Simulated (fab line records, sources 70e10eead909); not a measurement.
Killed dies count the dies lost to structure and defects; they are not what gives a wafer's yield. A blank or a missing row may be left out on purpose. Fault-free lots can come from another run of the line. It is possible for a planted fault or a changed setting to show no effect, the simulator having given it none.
What tool caused it? -- flow nand harc -- 14 lots, 41 wafers sampled, at 5 steps of a route of 1159

WHAT EACH GAUGE READ, for each wafer
NHARC_A_SLIT_CD_MEAS_21.
lot,measured,on,cd nm (nm)
L498,day 14 15:43,cd sem-03,291.1 291.5 289.0
L497,day 14 16:47,cd sem-03,285.8 287.7 288.6
L500,day 14 17:22,cd sem-01,286.7 287.0 285.3
L502,day 14 23:34,cd sem-02,289.3 289.3 288.8
L506,day 16 21:19,cd sem-03,289.1 288.6
L505,day 16 22:58,cd sem-03,290.6 289.0 289.6
L504,day 16 23:13,cd sem-03,289.5 288.3 290.1
L512,day 17 21:09,cd sem-02,290.1 287.2 289.1
L515,day 19 13:34,cd sem-02,287.2 288.2 289.4
L517,day 19 17:49,cd sem-03,290.0 289.6 289.5
L516,day 19 19:01,cd sem-01,289.2 290.8 289.6
L518,day 19 23:55,cd sem-03,289.4 289.4 290.1
L519,day 20 00:05,cd sem-01,290.3 289.9 291.4
L520,day 20 18:20,cd sem-03,289.3 288.4 289.5

NHARC_END_SORT_01.
lot,measured,on,killed at array,killed at other,killed at periphery,killed dies,killed open,killed short
L506,day 21 22:05,prober-02,676 44,0 0,1 3,677 47,6 5,1 1
L505,day 21 12:47,prober-01,12 665 17,1 0 1,8 12 12,21 677 30,1 1 3,2 5 1
L512,day 22 06:22,prober-02,676 676 30,0 0 0,1 1 6,677 677 36,3 2 8,0 0 4
L515,day 24 14:00,prober-01,30 27 29,0 0 0,1 1 0,31 28 29,4 1 1,2 4 1

WHICH TOOL RAN EACH LOT (tool, then ch and the chambers of the sampled wafers, then the start)
lot,NHARC_A_WL_FILL_ETCHBACK_17,NHARC_A_WL_FILL_ALD_19,NHARC_A_CONTACT_DEP_28
L498,"rie metal-03 ch 0,1, day 15 14:49","ald metal-01 ch 0,1, day 15 20:08","acl dep-02 ch 0, day 16 07:10"
L497,"rie metal-02 ch 0,1, day 15 17:59","ald metal-03 ch 1,2, day 15 23:37","acl dep-02 ch 0, day 16 11:13"
L500,"rie metal-01 ch 0,1, day 15 14:43","ald metal-03 ch 0,2,3, day 15 20:08","acl dep-03 ch 0, day 16 05:44"
L502,"rie metal-03 ch 0,1, day 15 17:58","ald metal-04 ch 0,1, day 15 23:37","acl dep-02 ch 0, day 16 12:41"
L506,"rie metal-01 ch 1, day 17 23:33","ald metal-01 ch 0, day 18 04:05","acl dep-03 ch 0, day 18 22:14"
L505,"rie metal-02 ch 1, day 18 00:37","ald metal-01 ch 0,1, day 18 03:58","acl dep-01 ch 0, day 18 13:13"
L504,"rie metal-03 ch 0,1, day 17 22:16","ald metal-03 ch 1,3, day 18 04:00","acl dep-02 ch 0, day 18 18:23"
L512,"rie metal-02 ch 0, day 18 18:01","ald metal-01 ch 2,3, day 18 23:34","acl dep-02 ch 0, day 19 09:24"
L515,"rie metal-01 ch 0,1, day 20 14:07","ald metal-03 ch 0,3, day 20 19:37","acl dep-02 ch 0, day 21 05:42"
L517,"rie metal-03 ch 0,1, day 20 17:26","ald metal-04 ch 0,1,3, day 20 22:40","acl dep-02 ch 0, day 21 07:18"
L516,"rie metal-02 ch 0,1, day 20 17:25","ald metal-03 ch 1,2,3, day 20 22:41","acl dep-01 ch 0, day 21 12:08"
L518,"rie metal-02 ch 0,1, day 20 22:36","ald metal-01 ch 1,2,3, day 21 04:16","acl dep-03 ch 0, day 21 21:08"
L519,"rie metal-01 ch 0,1, day 20 22:35","ald metal-04 ch 0,1,2, day 21 04:14","acl dep-02 ch 0, day 21 20:10"
L520,"rie metal-01 ch 0, day 22 01:05","ald metal-03 ch 0,1,2, day 22 06:47","acl dep-03 ch 0, day 22 15:20"
- NHARC_A_WL_FILL_ETCHBACK_17: etches the open film in Cl2/BCl3, target depth 4 nm, time 26.7 s.
- NHARC_A_WL_FILL_ALD_19: deposits TiN, target thk 2 nm, pulse time 3 s, ald cycles 100.
- NHARC_A_CONTACT_DEP_28: deposits aC, target thk 3600 nm.

AS READ BY THE TOOLS THEMSELVES (means over the sampled wafers that have a number; for cases with no such wafer, the mark the record gives instead)
NHARC_A_WL_FILL_ETCHBACK_17.
lot,tool,drypump motor current A (A),oes product au (a.u.)
L498,rie metal-03,6.3,0.997
L497,rie metal-02,6.2,1.004
L500,rie metal-01,5.5,0.990
L502,rie metal-03,5.9,1.012
L506,rie metal-01,5.4,0.990
L505,rie metal-02,6.1,1.014
L504,rie metal-03,6.3,0.995
L512,rie metal-02,6.6,0.988
L515,rie metal-01,5.6,0.996
L517,rie metal-03,5.9,1.001
L516,rie metal-02,6.4,1.000
L518,rie metal-02,6.2,1.019
L519,rie metal-01,5.5,0.999
L520,rie metal-01,5.7,0.992

NHARC_A_WL_FILL_ALD_19.
lot,tool,heater power w (W),precursor pulse height rel
L498,ald metal-01,1154,1.006
L497,ald metal-03,1133,0.990
L500,ald metal-03,1045,0.984
L502,ald metal-04,1161,0.999
L506,ald metal-01,1120,1.006
L505,ald metal-01,1189,1.010
L504,ald metal-03,1186,1.011
L512,ald metal-01,1224,0.968
L515,ald metal-03,1085,0.999
L517,ald metal-04,1063,0.988
L516,ald metal-03,1145,0.991
L518,ald metal-01,1229,1.012
L519,ald metal-04,1046,1.001
L520,ald metal-03,1031,0.996

NHARC_A_CONTACT_DEP_28.
lot,tool,throttle valve pct (%)
L498,acl dep-02,34.998
L497,acl dep-02,34.993
L500,acl dep-03,35.000
L502,acl dep-02,35.001
L506,acl dep-03,35.007
L505,acl dep-01,34.996
L504,acl dep-02,35.004
L512,acl dep-02,34.982
L515,acl dep-02,35.007
L517,acl dep-02,34.990
L516,acl dep-01,34.996
L518,acl dep-03,35.003
L519,acl dep-02,35.002
L520,acl dep-03,35.006

THE ANSWER, worked out from the rows above alone
Rule: usual is defined by the lots themselves. The widest of any qualifying gaps counts: lots, ordered by their means at a reading, are off when they make up no more than a third of the lots, leave a main group of 4 or more, and stand apart from it by 3 or more times the standard deviation of that group's means. Not used: any main group whose means are identical at the precision the tables above print for the reading. Also off: a lot with no number at a reading for which 4 or more lots have one. The other lots that the step has rows for count as sound. After the gauges, taken in route order, come the tools' own readings; for these a lot's mean is taken, as printed above. At the first step where some lot is off, the reading lying furthest off is the one used; lots without a number count as furthest.
No lot is off on any of the readings shown, so nothing can be concluded from this.

WHAT HAD BEEN PUT IN BY THE SIMULATOR
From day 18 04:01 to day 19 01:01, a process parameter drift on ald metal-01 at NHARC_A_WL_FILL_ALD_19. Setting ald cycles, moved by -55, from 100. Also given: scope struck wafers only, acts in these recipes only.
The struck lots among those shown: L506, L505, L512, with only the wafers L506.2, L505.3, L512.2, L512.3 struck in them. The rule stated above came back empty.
